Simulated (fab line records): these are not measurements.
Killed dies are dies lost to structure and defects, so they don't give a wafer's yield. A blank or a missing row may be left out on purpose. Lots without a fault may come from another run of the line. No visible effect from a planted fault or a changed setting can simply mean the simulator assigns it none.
A single fault, viewed from 3 desks | flow n5Finfet | numbers are kept per desk, each desk with only its own; the story behind them comes last

THE DEFECT DESK
For each lot, the counts of the inspections along the route, averaged over the sampled wafers that have a number. A lot is out of limits, marked OUT, if its mean lies more than 4 standard deviations from the usual mean; the brackets give that distance.
Columns: A = rawDefectCount at N5_BEOL_M4_INSPECT_30, usual 444
lot  | first seen here | A
L295 | day 7 23:16     | 347
L297 | day 8 00:10     | 490
L296 | day 8 08:41     | 541
L298 | day 8 16:34     | 560
L307 | day 11 06:25    | 386
L314 | day 12 22:50    | 485
Finding of this desk: none of the 6 lots has anything out of limits.

AT THE METROLOGY DESK
What the gauges read, lot by lot, whatever tool the lot ran on: means of the sampled wafers that have a number. A lot is out of limits, marked OUT, if its mean lies more than 4 standard deviations from the usual mean; the brackets give that distance. Shown here are 7 of its 12 readings, the ones lying furthest out on some lot.
Columns: A = DIBL_N at N5_BEOL_M4_RC_MEAS_101, usual 36.3 mV/V; B = DIBL_P at N5_BEOL_M4_RC_MEAS_101, usual 36.2 mV/V; C = IOFF_N at N5_BEOL_M4_RC_MEAS_101, usual 0.160 nA/um; D = IOFF_P at N5_BEOL_M4_RC_MEAS_101, usual 0.211 nA/um; E = ION_N at N5_BEOL_M4_RC_MEAS_101, usual 676 uA/um; F = SS_P at N5_BEOL_M4_RC_MEAS_101, usual 73.3 mV/dec; G = VT_P at N5_BEOL_M4_RC_MEAS_101, usual -250.1 mV
lot  | first seen here | A    | B    | C     | D     | E   | F    | G
L295 | day 7 23:10     | 39.0 | 38.8 | 0.189 | 0.255 | 679 | 73.8 | -247.4
L297 | day 8 00:04     | 38.1 | 38.2 | 0.178 | 0.240 | 680 | 74.3 | -246.5
L296 | day 8 08:36     | 36.6 | 37.3 | 0.189 | 0.233 | 686 | 73.3 | -248.5
L298 | day 8 16:28     | 36.9 | 37.7 | 0.175 | 0.191 | 681 | 72.7 | -254.2
L307 | day 11 06:19    | 35.1 | 35.4 | 0.153 | 0.208 | 678 | 73.2 | -249.9
L314 | day 12 22:46    | 35.1 | 36.3 | 0.135 | 0.196 | 671 | 73.1 | -251.0
Finding of this desk: none of the 6 lots has anything out of limits.

FOR THE TOOL OWNER'S DESK: rieDiel-04
The tool's own readings at N5_BEOL_M4_ETCH_70 (etches SOC in N2/H2, target depth 80 nm, overetch 24 nm, time 130 s): means of the sampled wafers that have a number, for each lot that ran on this tool. A lot is out of limits, marked OUT, if its mean lies more than 4 standard deviations from the usual mean; the brackets give that distance.
Columns: A = drypumpMotorCurrentA at N5_BEOL_M4_ETCH_70, usual 5.9 A; B = oesProductAu at N5_BEOL_M4_ETCH_70, usual 0.61 a.u.; C = rfVppV at N5_BEOL_M4_ETCH_70, usual 525.2 V; D = showerheadPlenumPTorr at N5_BEOL_M4_ETCH_70, usual 2.59 Torr; E = throttleValvePct at N5_BEOL_M4_ETCH_70, usual 17.61 %
lot  | first seen here | A   | B    | C     | D    | E
L295 | day 8 07:50     | 5.8 | 0.64 | 524.9 | 2.59 | 17.59
L297 | day 8 10:50     | 5.8 | 0.64 | 525.8 | 2.59 | 17.59
L296 | day 8 13:58     | 5.8 | 0.62 | 525.0 | 2.58 | 17.65
Finding of this desk: none of the 3 lots has anything out of limits.

PUT TOGETHER
The defect desk saw nothing out of limits.
Nothing out of limits was seen by the metrology desk.
The tool owner's desk saw nothing out of limits.

WHAT THE SIMULATOR HAD PUT IN
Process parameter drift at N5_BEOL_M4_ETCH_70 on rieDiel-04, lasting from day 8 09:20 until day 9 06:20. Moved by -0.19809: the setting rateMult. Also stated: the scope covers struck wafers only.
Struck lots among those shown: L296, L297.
